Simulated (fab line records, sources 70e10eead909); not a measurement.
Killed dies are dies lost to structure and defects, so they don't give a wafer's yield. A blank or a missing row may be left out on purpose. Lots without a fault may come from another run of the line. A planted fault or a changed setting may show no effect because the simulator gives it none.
Chamber matching | flow nand_harc | NHARC_A_STAIRCASE_TRIM_220 on rie_diel-09: 4 sister chambers
The step chemistry O2, time 211.2 s. 24 wafers are shown with their chamber, then 12 later ones without.

WAFERS WITH THEIR CHAMBER
wafer  | chamber | drypump_motor_current_A (A) | showerhead_plenum_p_Torr (Torr) | oes_product_au (a.u.)
L076.2 | 3       | 6.6                         | 3.54                            | 0.996
L076.4 | 2       | 5.5                         | 3.61                            | 0.979
L076.5 | 1       | 5.7                         | 3.50                            | 0.988
L077.2 | 0       | 5.8                         | 3.48                            | 0.984
L077.3 | 1       | 5.7                         | 3.50                            | 0.988
L077.4 | 2       | 5.5                         | 3.61                            | 0.980
L077.1 | 3       | 6.6                         | 3.54                            | 0.998
L077.5 | 2       | 5.5                         | 3.61                            | 0.985
L077.6 | 1       | 5.7                         | 3.50                            | 0.989
L078.1 | 3       | 6.6                         | 3.53                            | 0.999
L078.4 | 2       | 5.5                         | 3.61                            | 0.985
L078.6 | 2       | 5.5                         | 3.61                            | 0.988
L080.3 | 3       | 6.6                         | 3.53                            | 1.003
L080.5 | 2       | 5.5                         | 3.61                            | 0.988
L080.6 | 1       | 5.7                         | 3.50                            | 1.004
L082.2 | 0       | 5.7                         | 3.47                            | 0.994
L082.4 | 1       | 5.7                         | 3.49                            | 0.998
L082.5 | 3       | 6.6                         | 3.53                            | 1.001
L084.1 | 2       | 5.5                         | 3.60                            | 0.978
L084.2 | 0       | 5.7                         | 3.46                            | 0.978
L084.4 | 3       | 6.6                         | 3.52                            | 0.986
L085.3 | 2       | 5.5                         | 3.60                            | 0.989
L085.4 | 1       | 5.7                         | 3.49                            | 1.000
L085.6 | 0       | 5.8                         | 3.46                            | 0.988

SIGNATURES (means of the wafers above)
reading                  | chamber 0 | chamber 1 | chamber 2 | chamber 3 | scatter within a chamber
drypump_motor_current_A  | 5.750     | 5.700     | 5.500     | 6.600     | 0.0224
showerhead_plenum_p_Torr | 3.4675    | 3.4967    | 3.6075    | 3.5317    | 0.00649
oes_product_au           | 0.98600   | 0.99450   | 0.98400   | 0.99717   | 0.00591
Rule: a wafer's distance from a chamber is the root of the sum, over the readings, of the square of ((its reading less the chamber's mean) divided by the reading's scatter). The wafer belongs to the nearest chamber; if the next one is less than 2 further off, it can't be placed. The scatter: the root of (the sum of the squares of (reading less its chamber's mean) over the shown wafers, divided by (wafers less chambers)).

WAFERS WITHOUT THEIR CHAMBER
wafer  | drypump_motor_current_A (A) | showerhead_plenum_p_Torr (Torr) | oes_product_au (a.u.)
L090.1 | 5.7                         | 3.48                            | 0.991
L090.5 | 6.6                         | 3.51                            | 1.013
L090.6 | 5.7                         | 3.48                            | 0.992
L093.1 | 5.7                         | 3.45                            | 1.000
L093.2 | 6.6                         | 3.51                            | 1.006
L093.4 | 5.5                         | 3.58                            | 0.999
L095.1 | 5.8                         | 3.45                            | 1.010
L095.2 | 6.6                         | 3.50                            | 1.009
L095.4 | 5.5                         | 3.58                            | 0.996
L095.3 | 5.7                         | 3.47                            | 0.997
L095.5 | 5.8                         | 3.45                            | 0.997
L095.6 | 6.6                         | 3.50                            | 0.997

WHICH CHAMBER EACH WENT THROUGH
wafer  | from the rows above     | in truth
L090.1 | can't be placed: 1 or 0 | 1
L090.5 | 3                       | 3
L090.6 | can't be placed: 1 or 0 | 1
L093.1 | 0                       | 0
L093.2 | 3                       | 3
L093.4 | 2                       | 2
L095.1 | 0                       | 0
L095.2 | 3                       | 3
L095.4 | 2                       | 2
L095.3 | can't be placed: 0 or 1 | 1
L095.5 | 0                       | 0
L095.6 | 3                       | 3
Placed correctly: 9 of 12. Can't be placed from these rows: 3 (the true chamber is among the candidates in 3). Placed wrongly: 0.
